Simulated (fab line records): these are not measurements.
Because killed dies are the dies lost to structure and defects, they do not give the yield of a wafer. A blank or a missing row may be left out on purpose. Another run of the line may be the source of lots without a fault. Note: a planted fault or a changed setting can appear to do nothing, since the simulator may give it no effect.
fab line records + flow n5-finfet
record
- lots=10
- wafers=30
- last-day=18
route steps=1938 shown BEOL_M4@1111 BEOL_M6@1228 PASSIVATION@1936
lots that met no fault: from a run of the same line without faults
start-h: hours from the record's first day to the start of the lot's first wafer shown + wait-h: hours elapsed since this lot's preceding step + " identical to the entry in the row above + L1.1+2: several wafers, shown together as one row + - value missing, or start not given + * or withheld: withheld + < > ~ a bound
route shown NAME@n: a module of which the file shows steps, and the number in the route of the first + usual: the fault-free wafers' mean and standard deviation + same: alike in all rows + chamber/n: place in a boat + sites: readings site by site + _std_site: the values' standard deviation + _edge_site: mean of outer sites minus mean of inner sites + radius-mm: how far each site lies from the wafer's centre + mask NAME#n: copy n + behind: the tool/chamber that last shaped the wafer + hold: why the lot was held/for how many hours/how that ended + device: the n, p or np transistor that did not switch + end of line: tests run on the same wafers once the route is complete + a step given without rows: its recipe and nothing more + killed: dies that structure and defects cost at the first sort, which is not the same as the wafer's yield + map: a wafer's dies, x killed, . not, _ none there
set.NAME: the run value of the setting; set.NAME@STEP: its run value at that earlier step + model.NAME: the simulator's own value behind a step, which no gauge read
one table for each step of the route and one row for each wafer, over a sample of lots
services: a tool's chamber out of use, with start hour (start-h, from the record's first day; less than 0 if before it), hours out, and reason
## steps
# step N5_BEOL_M4_RC_MEAS_101
# usual
- DIBL_N=36.0/1.8
- DIBL_P=36.3/2.4
- IOFF_N=0.16/0.035
- IOFF_P=0.21/0.036
- ION_N=673/13
- ION_P=461/7.2
- SS_N=71.4/0.6
- SS_P=73.2/0.7
- VT_N=250/4
- VT_P=-250.9/2.9
| lot.wafer | tool      | chamber | start-h | wait-h | DIBL_N[mV/V] | DIBL_P[mV/V] | IOFF_N[nA/um] | IOFF_P[nA/um] | ION_N[uA/um] | ION_P[uA/um] | SS_N[mV/dec] | SS_P[mV/dec] | VT_N[mV] | VT_P[mV] |
|-----------|-----------|---------|---------|--------|--------------|--------------|---------------|---------------|--------------|--------------|--------------|--------------|----------|----------|
| L348.3    | prober-01 | 0       | 191.50  | 0.3    | 36.3         | 37.4         | 0.17          | 0.21          | 683          | 462          | 71.5         | 73.8         | 248      | -249.2   |
| L348.5    | "         | 0       | "       | "      | 35.8         | 37.5         | 0.16          | 0.22          | 672          | 468          | 70.7         | 72.9         | 250      | -247.8   |
| L348.6    | "         | 0       | "       | "      | 38.5         | 40.0         | 0.23          | 0.26          | 702          | 475          | 71.8         | 73.9         | 245      | -246.1   |
| L351.1    | prober-02 | 0       | 218.00  | 0.0    | 32.7         | 32.6         | 0.10          | 0.14          | 643          | 446          | 70.0         | 71.9         | 259      | -257.7   |
| L351.3    | "         | 0       | "       | "      | 34.2         | 34.1         | 0.12          | 0.16          | 663          | 453          | 71.5         | 72.7         | 255      | -254.1   |
| L351.4    | "         | 0       | "       | "      | 35.7         | 37.3         | 0.15          | 0.20          | 692          | 471          | 71.5         | 73.3         | 248      | -249.6   |
| L354.4    | prober-01 | 0       | 221.29  | 0.5    | 37.1         | 38.9         | 0.18          | 0.20          | 690          | 466          | 70.7         | 73.9         | 244      | -253.0   |
| L354.5    | "         | 0       | "       | "      | 38.0         | 39.6         | 0.18          | 0.22          | 681          | 464          | 71.6         | 74.2         | 247      | -252.3   |
| L354.6    | "         | 0       | "       | "      | 40.5         | 43.6         | 0.26          | 0.29          | 697          | 464          | 72.0         | 74.2         | 242      | -248.7   |
| L355.4    | prober-01 | 0       | 242.86  | 0.5    | 36.3         | 36.1         | 0.17          | 0.20          | 683          | 464          | 71.6         | 73.7         | 247      | -252.8   |
| L355.5    | "         | 0       | "       | "      | 36.3         | 36.3         | 0.16          | 0.20          | 686          | 464          | 71.9         | 73.7         | 249      | -252.5   |
| L355.6    | "         | 0       | "       | "      | 39.2         | 39.5         | 0.24          | 0.26          | 691          | 459          | 72.2         | 74.0         | 244      | -249.3   |
| L359.1    | prober-01 | 0       | 250.12  | 0.0    | 35.5         | 34.8         | 0.15          | 0.20          | 685          | 470          | 71.1         | 72.8         | 250      | -249.7   |
| L359.3    | "         | 0       | "       | "      | 33.3         | 33.1         | 0.12          | 0.18          | 669          | 456          | 70.8         | 72.4         | 252      | -249.3   |
| L359.6    | "         | 0       | "       | "      | 35.3         | 34.6         | 0.15          | 0.19          | 677          | 462          | 70.9         | 72.5         | 251      | -251.7   |
| L361.4    | prober-02 | 0       | 264.83  | 0.5    | 37.1         | 38.8         | 0.18          | 0.21          | 677          | 459          | 71.9         | 73.7         | 249      | -252.9   |
| L361.5    | "         | 0       | "       | "      | 34.1         | 35.2         | 0.12          | 0.16          | 658          | 452          | 70.2         | 72.8         | 256      | -257.1   |
| L361.6    | "         | 0       | "       | "      | 35.4         | 36.9         | 0.13          | 0.17          | 653          | 448          | 71.9         | 72.6         | 256      | -255.8   |
| L362.1    | prober-01 | 0       | 275.95  | 0.0    | 35.5         | 34.3         | 0.13          | 0.18          | 662          | 454          | 70.9         | 72.9         | 255      | -251.6   |
| L362.3    | "         | 0       | "       | "      | 32.1         | 31.1         | 0.09          | 0.13          | 640          | 441          | 70.4         | 72.0         | 259      | -256.4   |
| L362.5    | "         | 0       | "       | "      | 34.3         | 32.7         | 0.11          | 0.15          | 664          | 460          | 70.6         | 72.1         | 256      | -255.7   |
| L364.2    | prober-01 | 0       | 286.77  | 0.2    | 37.1         | 38.5         | 0.16          | 0.23          | 678          | 465          | 71.7         | 73.3         | 251      | -248.7   |
| L364.3    | "         | 0       | "       | "      | 35.1         | 35.2         | 0.12          | 0.20          | 664          | 463          | 71.3         | 72.1         | 257      | -251.2   |
| L364.6    | "         | 0       | "       | "      | 37.7         | 38.7         | 0.17          | 0.24          | 680          | 470          | 71.9         | 73.4         | 250      | -249.4   |
| L369.2    | prober-01 | 0       | 318.44  | 0.2    | 37.2         | 37.1         | 0.16          | 0.21          | 673          | 457          | 71.4         | 73.4         | 250      | -252.4   |
| L369.3    | "         | 0       | "       | "      | 37.9         | 36.6         | 0.16          | 0.21          | 681          | 461          | 72.1         | 74.0         | 250      | -252.9   |
| L369.5    | "         | 0       | "       | "      | 39.3         | 38.0         | 0.20          | 0.25          | 687          | 464          | 72.2         | 73.7         | 247      | -246.7   |
| L368.1    | prober-02 | 0       | 319.72  | 0.0    | 37.5         | 39.3         | 0.18          | 0.24          | 691          | 475          | 71.0         | 73.8         | 246      | -246.5   |
| L368.2    | "         | 0       | "       | "      | 37.7         | 39.7         | 0.18          | 0.25          | 680          | 471          | 72.0         | 74.1         | 247      | -247.2   |
| L368.5    | "         | 0       | "       | "      | 36.6         | 38.0         | 0.16          | 0.23          | 685          | 474          | 71.1         | 73.4         | 246      | -248.1   |
# step N5_BEOL_M6_OVL_MEAS_29
# recipe
- points-per-wafer=522
# usual
- V5_OVL=0.4/0.65
# same
- points-per-wafer=522
| lot.wafer | tool       | chamber | start-h | wait-h | V5_OVL[nm] |
|-----------|------------|---------|---------|--------|------------|
| L348.3    | overlay-01 | 0       | 210.10  | 0.0    | 0.8        |
| L348.5    | "          | 0       | "       | "      | 0.4        |
| L348.6    | "          | 0       | "       | "      | -0.2       |
| L351.1    | overlay-01 | 0       | 233.57  | 0.0    | 0.6        |
| L351.3    | "          | 0       | "       | "      | 0.7        |
| L351.4    | "          | 0       | "       | "      | 0.0        |
| L354.4    | overlay-01 | 0       | 241.02  | 0.0    | 0.4        |
| L354.5    | "          | 0       | "       | "      | 0.2        |
| L354.6    | "          | 0       | "       | "      | -0.7       |
| L355.4    | overlay-02 | 0       | 259.85  | 0.0    | 1.1        |
| L355.5    | "          | 0       | "       | "      | 2.6        |
| L355.6    | "          | 0       | "       | "      | 0.8        |
| L359.1    | overlay-02 | 0       | 266.25  | 0.0    | 1.1        |
| L359.3    | "          | 0       | "       | "      | 0.1        |
| L359.6    | "          | 0       | "       | "      | -0.3       |
| L361.4    | overlay-01 | 0       | 280.25  | 0.0    | 0.1        |
| L361.5    | "          | 0       | "       | "      | 0.9        |
| L361.6    | "          | 0       | "       | "      | 0.0        |
| L362.1    | overlay-02 | 0       | 294.35  | 0.0    | -0.8       |
| L362.3    | "          | 0       | "       | "      | 0.0        |
| L362.5    | "          | 0       | "       | "      | -0.2       |
| L364.2    | overlay-02 | 0       | 306.77  | 0.0    | 0.7        |
| L364.3    | "          | 0       | "       | "      | 1.4        |
| L364.6    | "          | 0       | "       | "      | 1.1        |
| L369.2    | overlay-02 | 0       | 340.42  | 0.0    | 0.2        |
| L369.3    | "          | 0       | "       | "      | 0.7        |
| L369.5    | "          | 0       | "       | "      | 0.7        |
| L368.1    | overlay-02 | 0       | 343.30  | 0.0    | 0.7        |
| L368.2    | "          | 0       | "       | "      | 0.2        |
| L368.5    | "          | 0       | "       | "      | 1.1        |
# step N5_BEOL_M6_CURE_75
# recipe
- temp-c=370
- time-s=120
- ambient=DMADMS/He
- material=SiCOH_lowk
# usual
- lamp-power-pct=52.32/0.056
- wafer_temp_C_max=372.0/0.69
| lot.wafer | tool       | chamber | start-h | wait-h | lamp-power-pct | wafer_temp_C_max |
|-----------|------------|---------|---------|--------|----------------|------------------|
| L348.3    | uv-cure-01 | 0       | 210.90  | 0.1    | 52.41          | 372.3            |
| L348.5    | "          | 0       | "       | "      | 52.37          | 372.1            |
| L348.6    | "          | 0       | "       | "      | 52.36          | 372.4            |
| L351.1    | uv-cure-01 | 0       | 234.39  | 0.0    | 52.36          | 372.1            |
| L351.3    | "          | 0       | "       | "      | 52.34          | 372.7            |
| L351.4    | "          | 0       | "       | "      | 52.31          | 373.1            |
| L354.4    | uv-cure-01 | 2       | 242.05  | 0.2    | 52.31          | 372.3            |
| L354.5    | "          | 2       | "       | "      | 52.19          | 372.1            |
| L354.6    | "          | 2       | "       | "      | 52.34          | 371.9            |
| L355.4    | uv-cure-02 | 0       | 260.69  | 0.2    | 52.29          | 371.3            |
| L355.5    | "          | 0       | "       | "      | 52.30          | 371.4            |
| L355.6    | "          | 0       | "       | "      | 52.30          | 371.7            |
| L359.1    | uv-cure-03 | 1       | 267.12  | 0.2    | 52.31          | 372.5            |
| L359.3    | "          | 1       | "       | "      | 52.25          | 372.3            |
| L359.6    | "          | 1       | "       | "      | 52.29          | 373.1            |
| L361.4    | uv-cure-02 | 2       | 281.10  | 0.2    | 52.41          | 371.3            |
| L361.5    | "          | 2       | "       | "      | 52.33          | 370.4            |
| L361.6    | "          | 2       | "       | "      | 52.23          | 370.8            |
| L362.1    | uv-cure-02 | 1       | 295.45  | 0.4    | 52.34          | 372.2            |
| L362.3    | "          | 1       | "       | "      | 52.34          | 373.0            |
| L362.5    | "          | 1       | "       | "      | 52.38          | 372.7            |
| L364.2    | uv-cure-03 | 2       | 307.63  | 0.1    | 52.31          | 371.0            |
| L364.3    | "          | 2       | "       | "      | 52.33          | 371.5            |
| L364.6    | "          | 2       | "       | "      | 52.28          | 371.2            |
| L369.2    | uv-cure-01 | 2       | 341.72  | 0.1    | 52.28          | 372.2            |
| L369.3    | "          | 2       | "       | "      | 52.32          | 372.1            |
| L369.5    | "          | 2       | "       | "      | 52.34          | 372.2            |
| L368.1    | uv-cure-02 | 2       | 344.33  | 0.3    | 52.32          | 371.2            |
| L368.2    | "          | 2       | "       | "      | 52.33          | 370.9            |
| L368.5    | "          | 2       | "       | "      | 52.31          | 370.9            |
# step N5_BEOL_M6_SPUTTER_48
# recipe
- material=Cu
- target-thk-a=100
- temp-c=-20
- bias-v=60
- power-w=26000
- chamber-pressure-pa=0.13
- time-s=1.667
# usual
- bias-v=59.9/0.6
- cathode-dc-power-W=26000/4.3
- chuck-gas-flow-sccm=1.26/0.055
- throttle-valve-pct=30.2/1
| lot.wafer | tool           | chamber | start-h | wait-h | bias-v | cathode-dc-power-W | chuck-gas-flow-sccm | throttle-valve-pct |
|-----------|----------------|---------|---------|--------|--------|--------------------|---------------------|--------------------|
| L348.3    | pvd-sputter-01 | -       | 214.06  | 1.8    | 60.5   | 26001              | 1.34                | 29.9               |
| L348.5    | "              | -       | "       | "      | 59.7   | 26000              | 1.38                | 30.8               |
| L348.6    | "              | -       | "       | "      | 59.1   | 25998              | 1.25                | 32.2               |
| L351.1    | pvd-sputter-03 | -       | 238.63  | 0.1    | 60.6   | 26003              | 1.25                | 31.0               |
| L351.3    | "              | -       | "       | "      | 60.2   | 26003              | 1.14                | 29.8               |
| L351.4    | "              | -       | "       | "      | 60.4   | 26001              | 1.28                | 30.4               |
| L354.4    | pvd-sputter-03 | -       | 243.00  | 0.1    | 59.3   | 26003              | 1.30                | 30.1               |
| L354.5    | "              | -       | "       | "      | 60.8   | 25996              | 1.32                | 30.7               |
| L354.6    | "              | -       | "       | "      | 60.5   | 25995              | 1.29                | 30.0               |
| L355.4    | pvd-sputter-03 | -       | 261.64  | 0.1    | 60.7   | 26001              | 1.33                | 30.5               |
| L355.5    | "              | -       | "       | "      | 60.8   | 26004              | 1.19                | 29.7               |
| L355.6    | "              | -       | "       | "      | 59.7   | 25991              | 1.31                | 30.7               |
| L359.1    | pvd-sputter-03 | -       | 268.44  | 0.1    | -      | -                  | -                   | -                  |
| L359.3    | "              | -       | "       | "      | -      | -                  | -                   | -                  |
| L359.6    | "              | -       | "       | "      | -      | -                  | -                   | -                  |
| L361.4    | pvd-sputter-01 | -       | 283.38  | 0.1    | -      | -                  | -                   | -                  |
| L361.5    | "              | -       | "       | "      | -      | -                  | -                   | -                  |
| L361.6    | "              | -       | "       | "      | -      | -                  | -                   | -                  |
| L362.1    | pvd-sputter-02 | -       | 296.65  | 0.1    | -      | -                  | -                   | -                  |
| L362.3    | "              | -       | "       | "      | -      | -                  | -                   | -                  |
| L362.5    | "              | -       | "       | "      | -      | -                  | -                   | -                  |
| L364.2    | pvd-sputter-02 | -       | 308.92  | 0.1    | 60.1   | 25998              | 1.28                | 28.3               |
| L364.3    | "              | -       | "       | "      | 60.4   | 26004              | 1.21                | 28.9               |
| L364.6    | "              | -       | "       | "      | 59.2   | 25995              | 1.25                | 28.7               |
| L369.2    | pvd-sputter-01 | -       | 343.52  | 0.3    | 60.6   | 26001              | 1.29                | 29.7               |
| L369.3    | "              | -       | "       | "      | 59.1   | 26003              | 1.29                | 32.0               |
| L369.5    | "              | -       | "       | "      | 60.1   | 26005              | 1.23                | 29.9               |
| L368.1    | pvd-sputter-03 | -       | 347.69  | 0.1    | 60.1   | 26008              | 1.27                | 29.6               |
| L368.2    | "              | -       | "       | "      | 60.4   | 25997              | 1.29                | 30.1               |
| L368.5    | "              | -       | "       | "      | 59.8   | 26001              | 1.22                | 29.5               |
# step N5_BEOL_M6_CMP_52
# recipe
- stop-on=SiCOH_lowk
- t-overpolish-s=6.9
- down-force-psi=1
- platen-rpm=50
- clearing-platen-down-force-psi=1.5
- clearing-platen-rpm=50
- post-cmp-clean=cu-alkaline
- target-thk-nm=80
- clearing-platen-pad-velocity-m-s=0.99484
- pad-velocity-m-s=0.99484
# usual
- head-pressure-psi=0.9996/0.0021
- motor-current-A=5.8/0.63
- time-to-endpoint-s=62.8/2.5
| lot.wafer | tool   | chamber | start-h | wait-h | head-pressure-psi | motor-current-A | time-to-endpoint-s |
|-----------|--------|---------|---------|--------|-------------------|-----------------|--------------------|
| L348.3    | cmp-02 | 2       | 214.78  | 0.2    | 0.9994            | 5.2             | 59.7               |
| L348.6    | "      | 0       | "       | "      | 0.9979            | 5.7             | 63.4               |
| L348.5    | "      | 1       | "       | "      | 1.0003            | 5.3             | 63.1               |
| L351.1    | cmp-01 | 2       | 239.14  | 0.3    | 0.9997            | 6.8             | 60.4               |
| L351.3    | "      | 3       | "       | "      | 1.0003            | 6.7             | 58.6               |
| L351.4    | "      | 1       | "       | "      | 0.9979            | 6.7             | 58.9               |
| L354.4    | cmp-02 | 2       | 243.82  | 0.2    | 0.9980            | 5.6             | 60.7               |
| L354.6    | "      | 1       | "       | "      | 0.9989            | 5.2             | 65.9               |
| L354.5    | "      | 2       | "       | "      | 0.9976            | 5.3             | 61.2               |
| L355.4    | cmp-03 | 0       | 262.89  | 0.2    | 0.9982            | 6.8             | 69.0               |
| L355.6    | "      | 2       | "       | "      | 0.9998            | 5.9             | 63.8               |
| L355.5    | "      | 3       | "       | "      | 0.9982            | 5.4             | 61.8               |
| L359.1    | cmp-03 | 3       | 269.80  | 0.3    | 1.0003            | 5.5             | 0.0                |
| L359.3    | "      | 1       | "       | "      | 1.0019            | 5.3             | 0.0                |
| L359.6    | "      | 3       | "       | "      | 0.9990            | 5.6             | 0.0                |
| L361.4    | cmp-03 | 1       | 283.90  | 0.1    | 1.0010            | 5.3             | 2.5                |
| L361.5    | "      | 1       | "       | "      | 0.9992            | 5.5             | 0.0                |
| L361.6    | "      | 2       | "       | "      | 0.9985            | 5.5             | 1.4                |
| L362.1    | cmp-03 | 3       | 297.26  | 0.3    | 1.0003            | 5.5             | 0.7                |
| L362.3    | "      | 0       | "       | "      | 0.9987            | 6.8             | 2.9                |
| L362.5    | "      | 3       | "       | "      | 1.0007            | 5.4             | 0.0                |
| L364.2    | cmp-03 | 2       | 309.69  | 0.2    | 0.9984            | 5.2             | 65.2               |
| L364.3    | "      | 3       | "       | "      | 1.0027            | 5.6             | 62.0               |
| L364.6    | "      | 2       | "       | "      | 0.9982            | 5.5             | 66.5               |
| L369.2    | cmp-03 | 1       | 344.44  | 0.5    | 1.0063            | 5.3             | 62.8               |
| L369.3    | "      | 2       | "       | "      | 0.9989            | 5.7             | 66.4               |
| L369.5    | "      | 3       | "       | "      | 0.9988            | 5.1             | 59.6               |
| L368.1    | cmp-02 | 0       | 348.40  | 0.3    | 1.0006            | 5.7             | 63.4               |
| L368.2    | "      | 2       | "       | "      | 0.9993            | 5.4             | 61.1               |
| L368.5    | "      | 0       | "       | "      | 1.0014            | 5.4             | 64.6               |
# step N5_PASSIVATION_PROBE_49
# usual
- defect-limited-yield=91.2/1.4
- killed_at_M0_to_M3=35/11
- killed_at_M4_up=14/5.6
- killed-at-contacts=12/5.6
- killed-at-front-end=38/11
- killed-at-other=4/3.4
- killed-dies=103/17
- killed-on-rim=13/3.5
- killed-open=68/12
- killed-short=33/8.8
- sort_bin_5_function=5.1/0.89
- sort_bin_6_memory=3.3/0.71
- sort-n-pass=1077/17
- sort-yield-pct=91.2/1.4
# same
- gross-dies=1180
- killed-at-back-side=0
- sort_bin_4_leakage[%]=0
- sort_bin_8_speed[%]=0
| lot.wafer | tool      | chamber | start-h | wait-h | defect-limited-yield[%] | killed_at_M0_to_M3 | killed_at_M4_up | killed-at-contacts | killed-at-front-end | killed-at-other | killed-dies | killed-on-rim | killed-open | killed-short | sort_bin_5_function[%] | sort_bin_6_memory[%] | sort-n-pass | sort-yield-pct[%] |
|-----------|-----------|---------|---------|--------|-------------------------|--------------------|-----------------|--------------------|---------------------|-----------------|-------------|---------------|-------------|--------------|------------------------|----------------------|-------------|-------------------|
| L359.1    | prober-02 | -       | 353.12  | 0.0    | 0                       | 24                 | 1074            | 24                 | 43                  | 15              | 1180        | 152           | 66          | 46           | 96.1                   | 3.5                  | 0           | 0                 |
| L359.3    | prober-02 | -       | 353.22  | 0.1    | 0                       | 29                 | 1067            | 17                 | 55                  | 12              | 1180        | 152           | 64          | 52           | 95.8                   | 4.0                  | 0           | 0                 |
| L359.6    | prober-02 | -       | 353.37  | 0.3    | 0                       | 45                 | 1044            | 17                 | 54                  | 20              | 1180        | 152           | 88          | 53           | 93.7                   | 5.3                  | 0           | 0                 |
| L361.4    | prober-01 | -       | 374.78  | 0.2    | 0                       | 25                 | 1086            | 28                 | 36                  | 5               | 1180        | 152           | 80          | 38           | 95.6                   | 4.2                  | 0           | 0                 |
| L361.5    | prober-01 | -       | 374.83  | 0.2    | 0                       | 24                 | 1092            | 15                 | 44                  | 5               | 1180        | 152           | 65          | 38           | 96.5                   | 3.1                  | 0           | 0                 |
| L361.6    | prober-01 | -       | 374.88  | 0.3    | 0                       | 34                 | 1098            | 8                  | 40                  | 0               | 1180        | 152           | 63          | 34           | 96.7                   | 3.0                  | 0           | 0                 |
| L362.1    | prober-01 | -       | 390.96  | 0.0    | 0                       | 35                 | 1084            | 14                 | 45                  | 2               | 1180        | 152           | 87          | 36           | 95.0                   | 4.7                  | 0           | 0                 |
| L362.3    | prober-01 | -       | 391.06  | 0.1    | 0                       | 23                 | 1081            | 18                 | 53                  | 5               | 1180        | 152           | 75          | 39           | 95.4                   | 4.2                  | 0           | 0                 |
| L362.5    | prober-01 | -       | 391.16  | 0.2    | 0                       | 23                 | 1080            | 21                 | 54                  | 2               | 1180        | 152           | 69          | 60           | 95.3                   | 4.0                  | 0           | 0                 |
| L364.2    | prober-01 | -       | 401.70  | 0.1    | 89.7                    | 48                 | 16              | 17                 | 39                  | 2               | 122         | 8             | 75          | 47           | 6.4                    | 3.7                  | 1058        | 89.7              |
| L364.3    | prober-01 | -       | 401.75  | 0.1    | 89.4                    | 50                 | 18              | 14                 | 39                  | 4               | 125         | 12            | 83          | 42           | 5.9                    | 4.3                  | 1055        | 89.4              |
| L364.6    | prober-01 | -       | 401.90  | 0.3    | 90.1                    | 53                 | 13              | 20                 | 25                  | 6               | 117         | 14            | 73          | 39           | 5.3                    | 4.2                  | 1063        | 90.1              |
# killed by level:class
L359.1 BEOL_M6:area-sputter=540 BEOL_M6:area-ecd=525 MOL_CONTACT_COAG:geometric-particle:open=19 STI_FIN_REVEAL:geometric-particle:open=9 GATE_CUT:geometric-particle:short=8 BEOL_M1:geometric-particle:open=5 BEOL_M1:geometric-particle:short=5 BEOL_M2:geometric-particle:open=5
L359.3 BEOL_M6:area-sputter=544 BEOL_M6:area-ecd=520 MOL_CONTACT_COAG:geometric-particle:open=14 FIN_SAQP:geometric-particle:short=11 GATE_CUT:geometric-particle:short=7 STI_FIN_REVEAL:geometric-particle:open=6 GATE_CUT:geometric-particle:open=5 BEOL_M0_SAQP:geometric-particle:short=5
L359.6 BEOL_M6:area-sputter=547 BEOL_M6:area-ecd=491 MOL_CONTACT_COAG:geometric-particle:open=12 STI_FIN_REVEAL:geometric-particle:open=10 MIM_TOP_ETCH:geometric-particle:open=10 BEOL_M1:geometric-particle:open=9 BEOL_M0_SAQP:geometric-particle:short=9 BEOL_M0_SAQP:geometric-particle:open=9
L361.4 BEOL_M6:area-ecd=544 BEOL_M6:area-sputter=517 MOL_CONTACT_COAG:geometric-particle:open=23 BEOL_M4:geometric-particle:open=14 GATE_CUT:geometric-particle:short=6 GATE_CUT:geometric-particle:open=6 BEOL_M1:geometric-particle:open=6 MOL_CONTACT_COAG:geometric-particle:short=5
L361.5 BEOL_M6:area-ecd=546 BEOL_M6:area-sputter=531 GATE_CUT:geometric-particle:short=13 MOL_CONTACT_COAG:geometric-particle:open=13 STI_FIN_REVEAL:geometric-particle:open=10 BEOL_M1:geometric-particle:open=9 ILD0:geometric-particle:open=5 BEOL_M4:geometric-particle:open=5
L361.6 BEOL_M6:area-ecd=559 BEOL_M6:area-sputter=524 BEOL_M3:geometric-particle:open=11 ILD0:geometric-particle:short=7 BEOL_M0_SAQP:geometric-particle:short=7 BEOL_M4:geometric-particle:open=7 STI_FIN_REVEAL:geometric-particle:open=6 MOL_CONTACT_COAG:geometric-particle:open=6
L362.1 BEOL_M6:area-sputter=566 BEOL_M6:area-ecd=491 BEOL_M4:geometric-particle:open=16 BEOL_M0_SAQP:geometric-particle:short=15 FIN_SAQP:geometric-particle:open=13 MOL_CONTACT_COAG:geometric-particle:open=11 FIN_SAQP:geometric-particle:short=8 STI_FIN_REVEAL:geometric-particle:open=7
L362.3 BEOL_M6:area-sputter=536 BEOL_M6:area-ecd=529 FIN_SAQP:geometric-particle:open=18 MOL_CONTACT_COAG:geometric-particle:open=16 FIN_SAQP:geometric-particle:short=14 BEOL_M0_SAQP:geometric-particle:open=8 BEOL_M0_SAQP:geometric-particle:short=7 BEOL_M4:geometric-particle:short=5
L362.5 BEOL_M6:area-sputter=527 BEOL_M6:area-ecd=522 FIN_SAQP:geometric-particle:open=19 BEOL_M4:geometric-particle:short=19 MOL_CONTACT_COAG:geometric-particle:open=15 FIN_SAQP:geometric-particle:short=8 BEOL_M0_SAQP:geometric-particle:short=8 MOL_CONTACT_COAG:geometric-particle:short=6
L364.2 BEOL_M0_SAQP:geometric-particle:short=21 MOL_CONTACT_COAG:geometric-particle:open=12 BEOL_M0_SAQP:geometric-particle:open=10 BEOL_M1:geometric-particle:open=8 GATE_CUT:geometric-particle:short=7 BEOL_M2:geometric-particle:open=6 BEOL_M4:geometric-particle:open=6 GATE_CUT:geometric-particle:open=5
L364.3 BEOL_M0_SAQP:geometric-particle:short=16 MOL_CONTACT_COAG:geometric-particle:open=13 STI_FIN_REVEAL:geometric-particle:open=11 BEOL_M0_SAQP:geometric-particle:open=11 BEOL_M4:geometric-particle:open=11 BEOL_M1:geometric-particle:open=9 FIN_SAQP:geometric-particle:short=8 BEOL_M3:geometric-particle:open=6
L364.6 MOL_CONTACT_COAG:geometric-particle:open=18 BEOL_M0_SAQP:geometric-particle:short=17 BEOL_M0_SAQP:geometric-particle:open=12 GATE_CUT:geometric-particle:short=6 BEOL_M1:geometric-particle:open=6 BEOL_M2:geometric-particle:open=6 BEOL_M3:geometric-particle:open=6 STI_FIN_REVEAL:geometric-particle:open=4
## services
| tool           | chamber | start-h | hours | kind                           |
|----------------|---------|---------|-------|--------------------------------|
| uv-cure-03     | -       | 190.25  | 5.0   | pm                             |
| cmp-01         | -       | 240.40  | 0.8   | repair                         |
| cmp-03         | -       | 240.84  | 7.0   | pm                             |
| uv-cure-03     | -       | 256.83  | 2.1   | pm                             |
| cmp-01         | -       | 262.66  | 2.6   | repair                         |
| cmp-01         | -       | 269.90  | 1.7   | repair                         |
| cmp-03         | -       | 279.49  | 4.0   | pm                             |
| cmp-03         | -       | 283.49  | -     | consumable-replace:conditioner |
| cmp-03         | -       | 283.49  | -     | consumable-replace:pad         |
| pvd-sputter-02 | -       | 310.46  | 4.5   | repair                         |
| pvd-sputter-02 | -       | 324.98  | 1.7   | repair                         |
| uv-cure-02     | -       | 325.66  | 7.5   | pm                             |
| pvd-sputter-03 | -       | 330.58  | 2.5   | repair                         |
| pvd-sputter-03 | -       | 333.25  | 7.2   | repair                         |
| uv-cure-03     | -       | 340.72  | 1.1   | repair                         |
| uv-cure-02     | -       | 342.73  | 1.0   | pm                             |
| pvd-sputter-02 | -       | 343.85  | 3.3   | repair                         |
## key
first-sign
- step=N5_BEOL_M6_SPUTTER_48
- reading=tool-record
- direction=missing
effect
- step=N5_BEOL_M6_CMP_52
- reading=time-to-endpoint-s
- direction=down
- sigmas=25
- usual=*
- struck=*
effect
- step=N5_PASSIVATION_PROBE_49
- reading=killed_at_M4_up
- direction=up
- sigmas=99+
- usual=14
- struck=1078
more-kills-born-at
- N5_BEOL_M6_ECD_50@ecd-cu-01=3078
- N5_BEOL_M6_ECD_50@ecd-cu-02=1649
- N5_BEOL_M6_SPUTTER_48@pvd-sputter-03=1631
met-at N5_BEOL_M6_SPUTTER_48
struck-lots L359,L361,L362
later-rows-left-out L359.1,L359.3,L359.6,L361.4,L361.5,L361.6,L362.1,L362.3,L362.5
not-acting-at N5_BEOL_M6_OVL_MEAS_29,N5_BEOL_M6_CURE_75
onset-between 261.64 268.44
fault
- kind=skipped-step-whole
- tool=pvd-sputter-01,pvd-sputter-02,pvd-sputter-03
- chamber=-
- onset-h=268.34
- steps=N5_BEOL_M6_SPUTTER_48
- scope=struck-lots-only
# later-rows-left-out: the simulator's readings of these wafers behind a module that went badly wrong aren't trusted and aren't shown, but for the sort
